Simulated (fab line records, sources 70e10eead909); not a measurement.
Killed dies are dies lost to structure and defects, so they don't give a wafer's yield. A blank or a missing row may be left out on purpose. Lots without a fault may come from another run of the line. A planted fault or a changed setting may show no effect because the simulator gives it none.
Which tool did it? | flow nand_harc | 11 lots, 33 wafers sampled, at 6 steps of a route of 1302

WHAT THE GAUGES READ, wafer by wafer
NHARC_P_GATE_CD_MEAS_11: target cd 1640 nm.
lot  | measured     | on        | cd_nm (nm)
L789 | day 5 04:15  | cd_sem-02 | 1638.4 1639.0 1636.7
L791 | day 5 23:41  | cd_sem-03 | 1637.6 1636.5 1639.4
L792 | day 6 15:45  | cd_sem-01 | 1640.4 1641.1 1638.8
L793 | day 6 20:01  | cd_sem-03 | - - -
L794 | day 7 08:53  | cd_sem-01 | 1641.9 1639.0 1640.4
L801 | day 10 14:59 | cd_sem-02 | 1637.9 1636.4 1637.1
L802 | day 10 15:08 | cd_sem-01 | 1636.4 1638.7 1636.6
L803 | day 11 05:29 | cd_sem-02 | 1638.8 1641.7 1640.9
L804 | day 12 00:31 | cd_sem-03 | 1640.7 1638.7 1640.0
L808 | day 13 01:26 | cd_sem-01 | 1640.5 1638.8 1640.5
L809 | day 13 17:46 | cd_sem-01 | 1639.4 1635.3 1637.8

NHARC_P_GATE_OVL_MEAS_27.
lot  | measured     | on         | overlay_x_nm (nm) | overlay_y_nm (nm)
L789 | day 5 18:25  | overlay-02 | 0.7 0.9 0.7       | -1.1 -0.7 -0.9
L791 | day 6 15:38  | overlay-01 | 0.1 0.7 0.0       | 1.2 1.1 0.7
L792 | day 7 08:21  | overlay-02 | -1.3 -1.4 -1.7    | 0.3 0.5 0.4
L793 | day 7 10:28  | overlay-01 | 0.4 0.5 0.6       | 0.0 0.2 0.2
L794 | day 8 01:31  | overlay-01 | 0.8 -0.2 0.5      | 1.4 1.9 1.5
L801 | day 11 04:54 | overlay-02 | -0.1 0.3 0.2      | 1.5 1.6 1.8
L802 | day 11 05:40 | overlay-02 | 0.3 -0.2 -0.2     | 1.5 2.1 2.1
L803 | day 11 20:34 | overlay-02 | -0.3 -0.2 0.1     | -2.0 -2.2 -1.6
L804 | day 12 14:30 | overlay-01 | 1.2 1.1 1.1       | 0.7 0.0 0.5
L808 | day 13 15:30 | overlay-02 | 1.2 0.7 1.3       | -0.1 0.5 0.6
L809 | day 14 08:04 | overlay-01 | -0.9 -0.7 -0.5    | 0.8 1.0 0.3

NHARC_END_SORT_01.
lot  | measured     | on        | killed_at_array | killed_at_other | killed_at_periphery | killed_dies | killed_open | killed_short
L793 | day 27 15:23 | prober-01 | 82 73 83        | 7 5 4           | 588 599 590         | 677 677 677 | 3 3 5       | 2 4 2
L802 | day 30 15:40 | prober-02 | 59 54 52        | 0 0 0           | 2 1 3               | 61 55 55    | 3 3 7       | 1 3 3

WHICH TOOL RAN EACH LOT (tool, then ch and the chambers of the sampled wafers, then the start)
lot  | NHARC_P_STI_ETCH_42                | NHARC_P_GATE_EXPOSE_08            | NHARC_P_GATE_DESCUM_13
L789 | rie_diel-11 ch 0,2,3, day 3 15:34  | krf_scanner-04 ch 0, day 5 04:05  | rie_diel-03 ch 0,2,3, day 5 04:26
L791 | rie_diel-09 ch 0,3, day 4 11:25    | krf_scanner-03 ch 0, day 5 23:32  | rie_diel-03 ch 1,2,3, day 5 23:52
L792 | rie_diel-09 ch 1,2,3, day 4 23:43  | krf_scanner-02 ch 0, day 6 15:36  | rie_diel-05 ch 0,2,3, day 6 15:56
L793 | rie_diel-09 ch 1,2,3, day 5 07:13  | krf_scanner-04 ch 0, day 6 19:52  | rie_diel-05 ch 1,2,3, day 6 20:10
L794 | rie_diel-11 ch 1,2,3, day 5 18:44  | krf_scanner-04 ch 0, day 7 08:44  | rie_diel-02 ch 0,1,3, day 7 09:04
L801 | rie_diel-11 ch 1,2,3, day 8 15:04  | krf_scanner-02 ch 0, day 10 14:50 | rie_diel-03 ch 0,2,3, day 10 15:11
L802 | rie_diel-11 ch 0,1,3, day 9 01:01  | krf_scanner-03 ch 0, day 10 14:59 | rie_diel-03 ch 0,2,3, day 10 15:18
L803 | rie_diel-10 ch 1,2, day 9 11:14    | krf_scanner-04 ch 0, day 11 05:20 | rie_diel-03 ch 0,2,3, day 11 05:38
L804 | rie_diel-09 ch 2,3, day 9 22:29    | krf_scanner-02 ch 0, day 12 00:21 | rie_diel-02 ch 0,1,2, day 12 00:42
L808 | rie_diel-10 ch 0,2,3, day 11 14:46 | krf_scanner-04 ch 0, day 13 01:17 | rie_diel-02 ch 1,3, day 13 01:36
L809 | rie_diel-10 ch 0,1,2, day 12 00:25 | krf_scanner-04 ch 0, day 13 17:37 | rie_diel-03 ch 1,2, day 13 17:55
- NHARC_P_STI_ETCH_42: etches the open film in N2/H2, target depth 80 nm, overetch 24 nm, time 61 s.
- NHARC_P_GATE_EXPOSE_08: exposes mask P HV.
- NHARC_P_GATE_DESCUM_13: chemistry O2, time 3 s.

WHAT THE TOOLS THEMSELVES READ (means of the sampled wafers that have a number; where no wafer has one, the mark that the record gives instead)
NHARC_P_STI_ETCH_42.
lot  | tool        | drypump_motor_current_A (A) | h2_flow_sccm (sccm) | oes_product_au (a.u.) | rf_vpp_V (V) | showerhead_plenum_p_Torr (Torr) | throttle_valve_pct (%)
L789 | rie_diel-11 | 5.64                        | 149.9               | 1.005                 | 428.8        | 1.97                            | 14.171
L791 | rie_diel-09 | 5.72                        | 149.6               | 0.986                 | 431.9        | 2.11                            | 14.174
L792 | rie_diel-09 | 5.83                        | 149.7               | 0.998                 | 429.7        | 2.02                            | 14.174
L793 | rie_diel-09 | 5.82                        | 150.4               | 1.006                 | 429.8        | 2.02                            | 14.170
L794 | rie_diel-11 | 5.63                        | 150.2               | 1.005                 | 430.1        | 2.03                            | 14.168
L801 | rie_diel-11 | 5.64                        | 149.8               | 1.006                 | 430.2        | 2.02                            | 14.178
L802 | rie_diel-11 | 5.74                        | 149.9               | 1.005                 | 430.4        | 2.03                            | 14.163
L803 | rie_diel-10 | 5.24                        | 150.3               | 1.022                 | 428.2        | 1.97                            | 14.164
L804 | rie_diel-09 | 5.96                        | 149.6               | 0.998                 | 431.4        | 2.07                            | 14.175
L808 | rie_diel-10 | 5.53                        | 149.5               | 0.996                 | 429.5        | 2.03                            | 14.171
L809 | rie_diel-10 | 5.31                        | 149.9               | 0.997                 | 429.6        | 2.02                            | 14.173

NHARC_P_GATE_EXPOSE_08.
lot  | tool           | focus_offset_nm (nm)
L789 | krf_scanner-04 | -0.1
L791 | krf_scanner-03 | -0.8
L792 | krf_scanner-02 | -0.4
L793 | krf_scanner-04 | -0.2
L794 | krf_scanner-04 | 0.0
L801 | krf_scanner-02 | -0.0
L802 | krf_scanner-03 | -0.3
L803 | krf_scanner-04 | 0.1
L804 | krf_scanner-02 | -1.0
L808 | krf_scanner-04 | 0.1
L809 | krf_scanner-04 | -0.0

NHARC_P_GATE_DESCUM_13.
lot  | tool        | drypump_motor_current_A (A) | o2_flow_sccm (sccm) | oes_product_au (a.u.) | rf_vpp_V (V) | showerhead_plenum_p_Torr (Torr) | throttle_valve_pct (%)
L789 | rie_diel-03 | 5.6                         | 199.7               | 0.995                 | 57.9         | 1.97                            | 11.303
L791 | rie_diel-03 | 5.9                         | 200.4               | 0.994                 | 58.1         | 1.90                            | 11.312
L792 | rie_diel-05 | 5.7                         | 199.9               | 0.997                 | 57.8         | 1.96                            | 11.305
L793 | rie_diel-05 | 5.8                         | 200.0               | 0.997                 | 56.9         | 1.94                            | 11.308
L794 | rie_diel-02 | 5.5                         | 199.8               | 0.992                 | 57.5         | 1.92                            | 11.314
L801 | rie_diel-03 | 5.6                         | 200.5               | 0.993                 | 56.5         | 1.97                            | 11.313
L802 | rie_diel-03 | 5.6                         | 200.0               | 0.986                 | 57.8         | 1.97                            | 11.295
L803 | rie_diel-03 | 5.6                         | 200.3               | 0.994                 | 58.1         | 1.97                            | 11.313
L804 | rie_diel-02 | 5.5                         | 199.7               | 1.003                 | 57.5         | 1.87                            | 11.307
L808 | rie_diel-02 | 5.5                         | 199.5               | 1.001                 | 57.5         | 1.98                            | 11.312
L809 | rie_diel-03 | 6.1                         | 200.8               | 0.985                 | 56.9         | 1.87                            | 11.314

THE ANSWER, worked out from the rows above alone
Rule: what is usual is taken from the lots themselves. Put in order of their means at a reading, lots are off if they are a third of the lots or fewer, leave a main group of 4 or more, and stand apart from it by a gap of 3 or more times the standard deviation of the main group's means; of several such gaps the widest counts. A main group whose means are all the same, to the digits that the tables above print for the reading, isn't used. A lot without any number at a reading at which 4 lots or more have one is off too. The other lots that the step has rows for count as sound. The gauges are gone through in route order, then the tools' own readings, and for those a lot's mean is taken as printed above. The first step at which some lot is off is used, and at that step the reading that is off furthest; a lot without a number counts as furthest.
Off: L793, at NHARC_P_GATE_CD_MEAS_11 (cd_nm). Without a number there: L793. The main group: mean 1638.8 nm, standard deviation 1.3.
A tool fits if, at a process step before that reading, it ran every lot that is off, and no sound lot after the first of them. The gauges at NHARC_P_GATE_CD_MEAS_11 are tried like those tools. None of those tried fits.

WHAT THE SIMULATOR HAD PUT IN
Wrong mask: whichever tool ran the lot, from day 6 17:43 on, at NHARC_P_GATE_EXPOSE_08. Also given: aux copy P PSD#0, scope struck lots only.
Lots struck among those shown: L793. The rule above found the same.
